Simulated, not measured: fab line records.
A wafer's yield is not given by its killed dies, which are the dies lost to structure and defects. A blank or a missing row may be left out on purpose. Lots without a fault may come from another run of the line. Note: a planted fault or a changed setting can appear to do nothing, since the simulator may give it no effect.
Matching of chambers | flow nand_harc | NHARC_P_M1_ETCH_35 on rie_diel-12 has 4 sister chambers
The step etches the open film in N2/H2, target depth 40 nm, overetch 12 nm, time 43.94 s. 27 wafers are shown with their chamber, then 12 later ones without.

## WAFERS PAIRED WITH THEIR CHAMBERS
wafer  | chamber | showerhead_plenum_p_Torr (Torr) | drypump_motor_current_A (A) | rf_vpp_V (V)
L074.1 | 3       | 2.21                            | 6.2                         | 435.1
L074.5 | 0       | 2.11                            | 5.1                         | 434.2
L074.6 | 1       | 2.14                            | 5.2                         | 432.9
L076.1 | 0       | 2.11                            | 5.1                         | 433.4
L076.3 | 2       | 2.03                            | 4.7                         | 430.9
L076.5 | 2       | 2.03                            | 4.7                         | 430.2
L079.2 | 1       | 2.14                            | 5.2                         | 432.9
L079.3 | 3       | 2.21                            | 6.2                         | 434.9
L079.6 | 2       | 2.03                            | 4.7                         | 429.1
L080.2 | 1       | 2.14                            | 5.2                         | 433.9
L080.3 | 2       | 2.03                            | 4.7                         | 428.3
L080.4 | 3       | 2.21                            | 6.2                         | 435.3
L082.1 | 1       | 2.14                            | 5.3                         | 433.3
L082.2 | 2       | 2.03                            | 4.7                         | 430.6
L082.5 | 3       | 2.21                            | 6.2                         | 435.2
L083.1 | 2       | 2.03                            | 4.7                         | 430.0
L083.2 | 1       | 2.14                            | 5.2                         | 433.4
L083.5 | 1       | 2.14                            | 5.2                         | 434.4
L087.1 | 2       | 2.03                            | 4.7                         | 429.2
L087.2 | 1       | 2.14                            | 5.2                         | 433.6
L087.3 | 0       | 2.11                            | 5.0                         | 431.2
L085.2 | 0       | 2.11                            | 5.1                         | 433.5
L085.5 | 2       | 2.02                            | 4.7                         | 430.8
L085.6 | 1       | 2.14                            | 5.2                         | 433.1
L088.1 | 3       | 2.21                            | 6.2                         | 436.0
L088.2 | 2       | 2.03                            | 4.7                         | 431.5
L088.4 | 0       | 2.11                            | 5.1                         | 432.5

SIGNATURES (averages over the wafers above)
reading                  | chamber 0 | chamber 1 | chamber 2 | chamber 3 | scatter within a chamber
showerhead_plenum_p_Torr | 2.1100    | 2.1400    | 2.0289    | 2.2100    | 0.00197
drypump_motor_current_A  | 5.080     | 5.213     | 4.700     | 6.200     | 0.027
rf_vpp_V                 | 432.960   | 433.438   | 430.067   | 435.300   | 0.842
Rule: for each reading, subtract the chamber's mean from the wafer's reading, divide by that reading's scatter and square the result; add these up over the readings and take the root, which gives the wafer's distance from the chamber. If the next closest chamber is less than 2 further off than the closest, the wafer can't be placed; otherwise it belongs to the closest. How the scatter is found: for the shown wafers, subtract from each reading the mean of its chamber, square and add these, divide the total by (wafers less chambers), then take the root.

## WAFERS WHOSE CHAMBER IS MISSING
wafer  | showerhead_plenum_p_Torr (Torr) | drypump_motor_current_A (A) | rf_vpp_V (V)
L089.3 | 2.03                            | 4.7                         | 428.3
L089.5 | 2.14                            | 5.2                         | 433.1
L089.6 | 2.11                            | 5.1                         | 431.5
L091.4 | 2.14                            | 5.2                         | 434.5
L091.5 | 2.21                            | 6.2                         | 436.1
L091.6 | 2.03                            | 4.7                         | 431.0
L094.1 | 2.11                            | 5.1                         | 432.6
L094.3 | 2.14                            | 5.2                         | 432.9
L094.6 | 2.03                            | 4.7                         | 429.9
L093.1 | 2.11                            | 5.0                         | 431.5
L093.3 | 2.14                            | 5.2                         | 433.3
L093.4 | 2.03                            | 4.7                         | 430.9

## WHICH CHAMBER EACH WENT THROUGH
wafer  | from the rows above | in truth
L089.3 | 2                   | 2
L089.5 | 1                   | 1
L089.6 | 0                   | 0
L091.4 | 1                   | 1
L091.5 | 3                   | 3
L091.6 | 2                   | 2
L094.1 | 0                   | 0
L094.3 | 1                   | 1
L094.6 | 2                   | 2
L093.1 | 0                   | 0
L093.3 | 1                   | 1
L093.4 | 2                   | 2
Placed correctly: 12 of 12. Can't be placed from these rows: 0. Placed wrongly: 0.
